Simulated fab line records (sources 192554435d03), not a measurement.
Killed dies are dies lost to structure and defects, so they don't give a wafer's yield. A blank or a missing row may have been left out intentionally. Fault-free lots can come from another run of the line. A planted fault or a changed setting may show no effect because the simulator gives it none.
Struck lot and sound lot, side by side    flow n5Finfet    36 out of 1938 route steps
Sound: the wafers L400.2, L400.4, L400.5. Struck: wafer L409.1 (L409.3, L409.4, from the same lot, were not struck and are left out); the cause is given at the end.
Per side, at each step with rows, come the tool, then ch with its chambers, and then its first start. Under that, the readings that differ: sound wafers    struck wafers    difference of the means    sigmas: that difference in standard deviations of wafers without a fault.
alike: a reading whose means differ by less than 2 such deviations, as well as words and numbers matching on both sides. not compared: withheld readings; readings where some wafer has no value; bounds like >300 that might hide an equal value; numbers whose values overlap and for which the record gives no deviation.
A row with sigmas, a row that says differs or no value, or rows on one side alone: a step with any of these is where the two part. When numbers do not overlap yet have no deviation, they are printed without sigmas and do not part them. Lack of a reading on every wafer of one side parts them only where that side has two or more wafers.

first, 9 steps without rows for these wafers: N5_BEOL_M4_ANNEAL_95 (time 240 s); N5_BEOL_M4_SPUTTER_96 (material Cu, target thk 4.5 nm, time 8.29 s); N5_BEOL_M4_ECD_50 (material Cu, target thk 300 nm); N5_BEOL_M4_ANNEAL_51 (time 90 s); N5_BEOL_M4_CMP_52 (polishes, stops on SiOC, t overpolish 6.8 s, target thk 40 nm); N5_BEOL_M4_PRE_CLEAN_60 (time 15 s); N5_BEOL_M4_CO_CAP_55 (material Co, precursor CCTBA/H2, target thk 2 nm, time 102.1 s); N5_BEOL_M4_PRE_CLEAN_56 (time 15 s); N5_BEOL_M4_DEP_57 (deposits SiCN from 3MS/NH3, target thk 8 nm, time 14 s).
N5_BEOL_M4_RC_MEAS_101:
  sound on prober-02 ch 0, day 10 05:49; struck on prober-02 ch 0, day 11 22:40
reading        sound        struck  difference  sigmas
ION_N (uA/um)  688 636 677  705     +38         +2
ION_P (uA/um)  464 444 459  478     +22         +2
  alike: DIBL_N, DIBL_P, IOFF_N, IOFF_P, SS_N, SS_P, VT_N, VT_P
then, 24 steps without rows for these wafers: N5_BEOL_M5_ILD_DEP_00 (deposits SiCOH lowk from DEMS/porogen, target thk 140.64 nm, time 25.9 s); N5_BEOL_M5_CURE_79 (cures SiCOH lowk, time 240 s); N5_BEOL_M5_PECVD_70 (deposits SiO2 from TEOS/O2, target thk 16 nm, time 18 s); N5_BEOL_M5_HM_DEP_02 (deposits TiN, target thk 20 nm); N5_BEOL_M5_COAT_59 (time 60 s, resist thk 60 nm); N5_BEOL_M5_COAT_60 (time 60 s, resist thk 12 nm); N5_BEOL_M5_COAT_71 (time 60 s, resist thk 5 nm); N5_BEOL_M5_COAT_05 (resist thk 30 nm); N5_BEOL_M5_EBR_07; N5_BEOL_M5_SOFTBAKE_06 (time 60 s); N5_BEOL_M5_EXPOSE_08 (exposes mask M5, target cd 28 nm); N5_BEOL_M5_PEB_09 (peb time 60 s); N5_BEOL_M5_DEVELOP_10 (develop time 30 s); N5_BEOL_M5_DESCUM_16 (chemistry O2, time 7 s); N5_BEOL_M5_ETCH_72 (etches underlayer in N2/H2, target depth 6.5 nm, time 5.2 s); N5_BEOL_M5_ETCH_61 (etches SiARC in CF4, target depth 15.6 nm, time 26 s); N5_BEOL_M5_ETCH_62 (etches SOC in N2/H2, target depth 75 nm, overetch 15 nm, time 112.5 s); N5_BEOL_M5_STRIP_63 (strips in N2/H2); N5_BEOL_M5_STRIP_73 (strips in N2/H2); N5_BEOL_M5_STRIP_64 (strips in CF4); N5_BEOL_M5_HM_OPEN_17 (chemistry Cl2/BCl3, target TiN, target depth 20 nm, overetch 6 nm); N5_BEOL_M5_STRIP_19 (strips in O2); N5_BEOL_M5_COAT_65 (time 60 s, resist thk 60 nm); N5_BEOL_M5_COAT_66 (time 60 s, resist thk 12 nm).
-- a jump in the record: the struck wafers' starts before and after are 5 days apart (it breaks off in module BEOL_M5 and resumes in module PASSIVATION, where the first step shown is number 1936 of the route) --
N5_PASSIVATION_SPUTTER_20: material TaN, target thk 50 nm.
  struck on pvdSputter-03, day 16 14:52; sound on pvdSputter-03, day 14 01:47
reading                                         sound         struck  difference  sigmas
model.TaN_of_PASSIVATION_SPUTTER_20.thkNm (nm)  50 49.2 49.8  89.6    +39.9       
  alike: chamberPressurePa, throttleValvePct
N5_PASSIVATION_PROBE_49:
  the record has rows for the struck wafers here (prober-02, day 16 20:34) and none for the sound ones

== WHERE THEY PART ==
At N5_BEOL_M4_RC_MEAS_101 first; at N5_PASSIVATION_PROBE_49 last (within this record only).

WHY: what had been put in by the simulator
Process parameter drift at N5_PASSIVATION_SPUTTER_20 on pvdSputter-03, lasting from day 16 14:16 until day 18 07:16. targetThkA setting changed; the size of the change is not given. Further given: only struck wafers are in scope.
